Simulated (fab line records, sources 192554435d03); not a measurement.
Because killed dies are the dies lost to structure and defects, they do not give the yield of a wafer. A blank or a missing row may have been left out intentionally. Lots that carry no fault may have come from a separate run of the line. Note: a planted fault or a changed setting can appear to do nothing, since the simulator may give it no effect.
Which tool did it? | flow n5Finfet | Sampling: 11 lots, 33 wafers, 4 of 1938 route steps

WHAT THE GAUGES SHOWED, per wafer
N5_PASSIVATION_OVL_MEAS_63. Usual: PAD_OVL -2 nm, standard deviation 5.3.
lot  | measured     | on         | PAD_OVL (nm) | flag
L290 | day 14 08:58 | overlay-02 | 5 5 -1       | 
L291 | day 14 00:02 | overlay-01 | -4 -5 4      | 
L293 | day 14 09:41 | overlay-01 | -6 -10 0     | 
L294 | day 14 19:35 | overlay-02 | -11 -4 -11   | 
L295 | day 15 07:31 | overlay-02 | 3 3 11       | 
L296 | day 15 08:11 | overlay-02 | -10 0 -3     | 
L297 | day 15 05:09 | overlay-01 | 2 0 -6       | 
L299 | day 16 00:14 | overlay-01 | 2 -2 7       | 
L301 | day 15 16:11 | overlay-02 | 4 2 5        | 
L311 | day 18 17:23 | overlay-01 | 5 1 -1       | 
L313 | day 19 13:27 | overlay-02 | -5 -1 -1     | 

WHAT TOOL EACH LOT RAN ON (gives the tool, then ch and the chambers of the sampled wafers, and finally the start)
lot  | N5_GATE_CUT_ETCH_58               | N5_MIM_BOT_LITHO_DESCUM_10        | N5_MIM_BOT_ETCH_STRIP_01
L290 | rieDiel-04 ch 0,1,2, day 4 07:44  | rieDiel-05 ch 0,1, day 14 01:40   | rieDiel-05 ch 0,1,3, day 14 02:03
L291 | rieDiel-06 ch 2,3, day 4 15:59    | rieDiel-01 ch 0,1,2, day 13 19:52 | rieDiel-01 ch 0,1,2, day 13 20:16
L293 | rieDiel-02 ch 2,3, day 5 02:02    | rieDiel-03 ch 1,2,3, day 14 02:05 | rieDiel-03 ch 1,2,3, day 14 02:43
L294 | rieDiel-02 ch 0,2,3, day 5 09:29  | rieDiel-05 ch 0,1,2, day 14 15:14 | rieDiel-03 ch 1,2, day 14 15:37
L295 | rieDiel-02 ch 1,2,3, day 5 16:27  | rieDiel-05 ch 0,2,3, day 15 01:37 | rieDiel-01 ch 1,2, day 15 02:13
L296 | rieDiel-06 ch 1,3, day 5 21:32    | rieDiel-01 ch 2,3, day 15 01:58   | rieDiel-01 ch 2,3, day 15 02:21
L297 | rieDiel-06 ch 1,3, day 6 00:56    | rieDiel-05 ch 0,3, day 15 01:26   | rieDiel-01 ch 1,2,3, day 15 01:49
L299 | rieDiel-04 ch 0,2, day 6 16:35    | rieDiel-01 ch 1,3, day 15 17:24   | rieDiel-01 ch 1,3, day 15 17:47
L301 | rieDiel-04 ch 1,2,3, day 7 04:58  | rieDiel-03 ch 0,1, day 15 13:21   | rieDiel-03 ch 0,2, day 15 13:47
L311 | rieDiel-06 ch 2,3, day 9 12:26    | rieDiel-05 ch 0,2,3, day 18 08:47 | rieDiel-01 ch 1,3, day 18 09:11
L313 | rieDiel-06 ch 0,2,3, day 10 02:34 | rieDiel-01 ch 1,3, day 19 08:20   | rieDiel-05 ch 0,1,3, day 19 08:52
- N5_GATE_CUT_ETCH_58: etches SiNx in CH3F/O2, target depth 17 nm, time 128.6 s.
- N5_MIM_BOT_LITHO_DESCUM_10: chemistry O2, time 7.9 s.
- N5_MIM_BOT_ETCH_STRIP_01: strips in O2.

WHAT THE TOOLS THEMSELVES READ (means of the sampled wafers that have a number; where no wafer has one, the mark that the record gives instead)
N5_GATE_CUT_ETCH_58. Usual: drypumpMotorCurrentA 5.8 A, standard deviation 0.58; oesProductAu 0.80 a.u., standard deviation 0.079; rfVppV 99.0 V, standard deviation 0.87; showerheadPlenumPTorr 1.99 Torr, standard deviation 0.057; throttleValvePct 16.31 %, standard deviation 0.19.
lot  | tool       | drypumpMotorCurrentA (A) | oesProductAu (a.u.) | rfVppV (V) | showerheadPlenumPTorr (Torr) | throttleValvePct (%) | flag
L290 | rieDiel-04 | 5.4                      | 0.90                | 99.2       | 1.97                         | 16.22                | 
L291 | rieDiel-06 | 5.4                      | 0.79                | 99.1       | 1.95                         | 16.35                | 
L293 | rieDiel-02 | 6.7                      | 0.84                | 99.1       | 1.95                         | 16.46                | 
L294 | rieDiel-02 | 6.2                      | 0.86                | 98.1       | 1.98                         | 16.24                | 
L295 | rieDiel-02 | 6.6                      | 0.81                | 99.6       | 2.00                         | 16.24                | 
L296 | rieDiel-06 | 5.6                      | 0.74                | 98.6       | 2.05                         | 16.51                | 
L297 | rieDiel-06 | 5.3                      | 0.74                | 98.3       | 2.03                         | 16.46                | 
L299 | rieDiel-04 | 5.5                      | 0.79                | 98.1       | 1.92                         | 16.30                | 
L301 | rieDiel-04 | 5.3                      | 0.80                | 99.2       | 1.95                         | 16.33                | 
L311 | rieDiel-06 | 5.2                      | 0.74                | 99.5       | 1.97                         | 16.45                | 
L313 | rieDiel-06 | 5.7                      | 0.80                | 99.3       | 1.98                         | 16.33                | 

N5_MIM_BOT_LITHO_DESCUM_10. Usual: drypumpMotorCurrentA 5.7 A, standard deviation 0.4; oesProductAu 0.80 a.u., standard deviation 0.053; rfVppV 243.3 V, standard deviation 1.8; showerheadPlenumPTorr 2.11 Torr, standard deviation 0.1; throttleValvePct 20.48 %, standard deviation 0.24.
lot  | tool       | drypumpMotorCurrentA (A) | oesProductAu (a.u.) | rfVppV (V) | showerheadPlenumPTorr (Torr) | throttleValvePct (%) | flag
L290 | rieDiel-05 | 5.5                      | 0.77                | 239.9      | 1.96                         | 20.67                | 
L291 | rieDiel-01 | 5.5                      | 0.83                | 242.0      | 2.03                         | 20.30                | 
L293 | rieDiel-03 | 5.8                      | 0.80                | 244.7      | 2.17                         | 20.46                | 
L294 | rieDiel-05 | 5.6                      | 0.78                | 242.6      | 2.06                         | 20.57                | 
L295 | rieDiel-05 | 5.6                      | 0.80                | 243.5      | 2.09                         | 20.62                | 
L296 | rieDiel-01 | 6.0                      | 0.81                | 243.9      | 2.15                         | 20.55                | 
L297 | rieDiel-05 | 5.5                      | 0.82                | 243.0      | 2.06                         | 20.60                | 
L299 | rieDiel-01 | 6.3                      | 0.79                | 243.8      | 2.15                         | 20.70                | 
L301 | rieDiel-03 | 5.5                      | 0.83                | 245.1      | 2.20                         | 20.23                | 
L311 | rieDiel-05 | 5.5                      | 0.77                | 242.8      | 2.08                         | 20.65                | 
L313 | rieDiel-01 | 6.3                      | 0.76                | 244.1      | 2.14                         | 20.75                | 

N5_MIM_BOT_ETCH_STRIP_01. Usual: drypumpMotorCurrentA 5.7 A, standard deviation 0.42; oesProductAu 0.81 a.u., standard deviation 0.054; rfVppV 3.6 V, standard deviation 1.3; showerheadPlenumPTorr 2.11 Torr, standard deviation 0.1; throttleValvePct 16.69 %, standard deviation 0.25.
lot  | tool       | drypumpMotorCurrentA (A) | oesProductAu (a.u.) | rfVppV (V) | showerheadPlenumPTorr (Torr) | throttleValvePct (%) | flag
L290 | rieDiel-05 | 5.6                      | 0.82                | 3.6        | 2.03                         | 16.79                | 
L291 | rieDiel-01 | 5.5                      | 0.83                | 3.9        | 2.03                         | 16.51                | 
L293 | rieDiel-03 | 5.8                      | 0.79                | 3.4        | 2.18                         | 16.68                | 
L294 | rieDiel-03 | 5.6                      | 0.84                | 4.0        | 2.21                         | 16.70                | 
L295 | rieDiel-01 | 5.3                      | 0.82                | 3.5        | 2.03                         | 16.47                | 
L296 | rieDiel-01 | 5.6                      | 0.82                | 1.5        | 2.09                         | 16.55                | 
L297 | rieDiel-01 | 5.8                      | 0.82                | 2.5        | 2.10                         | 16.69                | 
L299 | rieDiel-01 | 6.2                      | 0.80                | 3.6        | 2.16                         | 16.88                | 
L301 | rieDiel-03 | 5.6                      | 0.87                | 4.2        | 2.22                         | 16.42                | 
L311 | rieDiel-01 | 6.3                      | 0.77                | 3.1        | 2.14                         | 16.92                | 
L313 | rieDiel-05 | 5.5                      | 0.77                | 3.2        | 2.02                         | 16.85                | 

THE ANSWER, worked out from the rows above alone
Rule: a lot counts as off when the mean over its wafers that have a number is more than 3 standard deviations away from the usual mean. A lot without any number at a reading at which 4 lots or more have one is off too. Any other lot the step has rows for is counted as sound. The gauges are gone through in route order, then the tools' own readings, and for those a lot's mean is taken as printed above. At the first step where some lot is off, the reading lying furthest off is the one used; lots without a number count as furthest.
None of the lots is off at any reading shown; this tells nothing.

WHAT THE SIMULATOR PUT IN
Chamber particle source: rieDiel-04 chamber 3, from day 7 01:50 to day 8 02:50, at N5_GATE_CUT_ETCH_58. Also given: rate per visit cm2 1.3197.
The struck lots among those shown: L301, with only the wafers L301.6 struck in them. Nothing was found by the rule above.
